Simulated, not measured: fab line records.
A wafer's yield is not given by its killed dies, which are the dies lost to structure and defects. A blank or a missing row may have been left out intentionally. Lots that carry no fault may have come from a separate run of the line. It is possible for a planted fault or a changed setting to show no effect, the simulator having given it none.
A lot that was struck, set against a sound lot | flow n5-finfet | 41 steps out of a route of 1938
Sound: these wafers, L259.3, L259.4, L259.5. Struck: wafers L280.3, L280.5. (L280.6 of the same lot was not struck and is left out.) The cause comes at the end.
Each step with rows lists, per side, the tool, then ch with its chambers, then its first start. Under that, the readings that differ: sound wafers | struck wafers | difference of the means | sigmas: that difference in standard deviations of wafers without a fault.
alike: words and numbers the same on both sides, and readings whose means are apart by under 2 such deviations; not compared: readings that were withheld, readings missing a value for some wafer, numbers with overlapping values and no deviation given by the record, and bounds like >300 which may hide the same value.
Wherever a step has rows on one side only, a row that says differs or no value, or a row with sigmas, the two part there. When numbers do not overlap yet have no deviation, they are printed without sigmas and do not part them. A reading that every wafer of one side lacks parts them only if that side has two wafers or more.

first, 3 steps without rows for these wafers: N5_MOL_CONTACT_COAG_ETCH_66 (etches SiARC in CF4, target depth 13 nm, time 21.7 s); N5_MOL_CONTACT_COAG_ALD_133 (deposits SiO2, target thk 5 nm, pulse time 1 s, co reactant pulse time 1 s); N5_MOL_CONTACT_COAG_ETCHBACK_134 (etches SiO2 in CHF3, target depth 10 nm, time 6.7 s).
N5_MOL_CONTACT_COAG_ETCH_67: etches SOC in N2/H2, target depth 60 nm, overetch 21 nm, time 101.2 s.
  sound on rie-diel-03 ch 1,3, day 5 17:44; struck on rie-diel-03 ch 2,3, day 10 15:23
  alike: chamber-pressure-mTorr, drypump-motor-current-A, h2-flow-sccm, oes-product-au, rf-fwd-power-W, rf-vpp-V, showerhead-plenum-p-Torr, throttle-valve-pct
  not compared: rf-hours-counter-h
then, 8 steps without rows for these wafers: N5_MOL_CONTACT_COAG_STRIP_68 (strips in N2/H2); N5_MOL_CONTACT_COAG_STRIP_69 (strips in N2/H2); N5_MOL_CONTACT_COAG_ETCHBACK_136 (etches SiO2 in CHF3, target depth 25 nm, time 16.7 s); N5_MOL_CONTACT_COAG_STRIP_120 (strips in CHF3); N5_MOL_CONTACT_COAG_VIA_ETCH_117 (etches SiO2 in C4F6/O2, target depth 40 nm, overetch 8 nm, time 26 s); N5_MOL_CONTACT_COAG_ETCH_124 (etches SiNx in CH3F/O2, stops on SiOC, target depth 6.5 nm); N5_MOL_CONTACT_COAG_ETCH_48 (etches SiOC in C4F6/O2, target depth 15 nm, overetch 4.5 nm, time 17 s); N5_MOL_CONTACT_COAG_STRIP_72 (strips in N2/H2).
N5_MOL_CONTACT_COAG_STRIP_49: strips in N2/H2, time 30 s.
  sound on plasma-asher-02 ch 0,1, day 5 18:07; struck on plasma-asher-01 ch 1, day 10 15:44
  alike: drypump-motor-current-A, h2-flow-sccm, heater-power-w
  not compared: rf-hours-counter-h
then, 2 steps without rows for these wafers: N5_MOL_CONTACT_COAG_PRECLEAN_138 (cleans in alkaline clean, time 60 s); N5_MOL_CONTACT_COAG_SRD_139 (time 30 s).
N5_MOL_CONTACT_COAG_CD_MEAS_101: the cd target is 16 nm.
  sound on cd-sem-03, day 5 18:14; struck on cd-sem-01, day 10 15:52
  alike: cd-nm
after that, 1 step had no rows for these wafers: N5_MOL_CONTACT_COAG_PRE_CLEAN_121.
N5_MOL_CONTACT_COAG_CVD_140: deposits W, target thk 66.5 nm, time 215 s.
  sound on cvd-w-02 ch 0,1, day 5 18:27; struck on cvd-w-01 ch 0, day 10 16:04
  alike: heater-power-w, susceptor-temp-C
then, 3 steps without rows for these wafers: N5_MOL_CONTACT_COAG_PRECLEAN_127 (cleans in DIW, time 57.5 s); N5_MOL_CONTACT_COAG_SRD_128 (dry time 32 s); N5_MOL_CONTACT_COAG_CMP_52 (polishes, stops on SiO2, t overpolish 1.5 s, target thk 66.5 nm).
N5_MOL_CONTACT_COAG_THK_MEAS_53:
  sound on film-metro-02, day 5 19:01; struck on film-metro-02, day 10 16:37
  alike: VIA_MOL_THK
then, 1 step without rows for these wafers: N5_MOL_CONTACT_COAG_ANNEAL_112 (time 1800 s).
N5_BEOL_M0_SAQP_PECVD_00: deposits SiCN from 3MS/NH3, target thk 8 nm, time 14 s.
  sound on pecvd-04 ch 0,2, day 5 23:46; struck on pecvd-01 ch 1, day 10 20:01
  alike: rf-fwd-power-W, showerhead-plenum-p-Torr, throttle-valve-pct
then, 1 step without rows for these wafers: N5_BEOL_M0_SAQP_ILD_DEP_01 (deposits SiOC from DEMS/O2, target thk 45.419 nm, time 8.7 s).
N5_BEOL_M0_SAQP_HM_DEP_02: deposits TiN, target thk 12 nm.
  sound on pvd-sputter-03, day 6 01:36; struck on pvd-sputter-02, day 10 20:23
  alike: substrate-temp-c, susceptor-temp-C, throttle-valve-pct
then, 4 steps without rows for these wafers: N5_BEOL_M0_SAQP_PECVD_03 (deposits SiCN from 3MS/NH3, target thk 12 nm, time 21.1 s); N5_BEOL_M0_SAQP_PECVD_96 (deposits a-Si from SiH4/He, target thk 45 nm, time 45.2 s); N5_BEOL_M0_SAQP_PECVD_97 (deposits SiNx from SiH4/NH3/N2, target thk 23 nm, time 19.9 s); N5_BEOL_M0_SAQP_PECVD_04 (deposits a-Si from SiH4/He, target thk 60 nm, time 60.2 s).
N5_BEOL_M0_SAQP_THK_MEAS_05:
  sound on film-metro-02, day 6 01:56; struck on film-metro-01, day 10 20:43
  alike: thk-nm
N5_BEOL_M0_SAQP_HM_DEP_111: deposits SiO2 from SiH4/N2O, target thk 12 nm, time 7.2 s.
  sound on pecvd-01 ch 1,2, day 6 01:58; struck on pecvd-01 ch 1, day 10 20:45
  alike: heater-power-w, rf-fwd-power-W, showerhead-plenum-p-Torr, susceptor-temp-C
then, 8 steps without rows for these wafers: N5_BEOL_M0_SAQP_COAT_81 (time 60 s, resist thk 100 nm); N5_BEOL_M0_SAQP_COAT_82 (time 60 s, resist thk 30 nm); N5_BEOL_M0_SAQP_COAT_08 (resist thk 90 nm); N5_BEOL_M0_SAQP_EBR_10; N5_BEOL_M0_SAQP_SOFTBAKE_09 (time 60 s); N5_BEOL_M0_SAQP_EXPOSE_11 (exposes mask M0 CORE, target cd 42 nm); N5_BEOL_M0_SAQP_PEB_12 (peb time 60 s); N5_BEOL_M0_SAQP_DEVELOP_13 (develop time 30 s).
-- a jump in the record: the struck wafers' starts before and after are 8 days apart (it breaks off in module BEOL_M0_SAQP and resumes in module PASSIVATION, where the first step shown is number 1936 of the route) --
N5_PASSIVATION_PROBE_49:
  the record has rows for the struck wafers here (prober-01, day 19 00:27) and none for the sound ones

WHERE THEY PART
Only at N5_PASSIVATION_PROBE_49, within this record.

WHY: whatever the simulator had introduced
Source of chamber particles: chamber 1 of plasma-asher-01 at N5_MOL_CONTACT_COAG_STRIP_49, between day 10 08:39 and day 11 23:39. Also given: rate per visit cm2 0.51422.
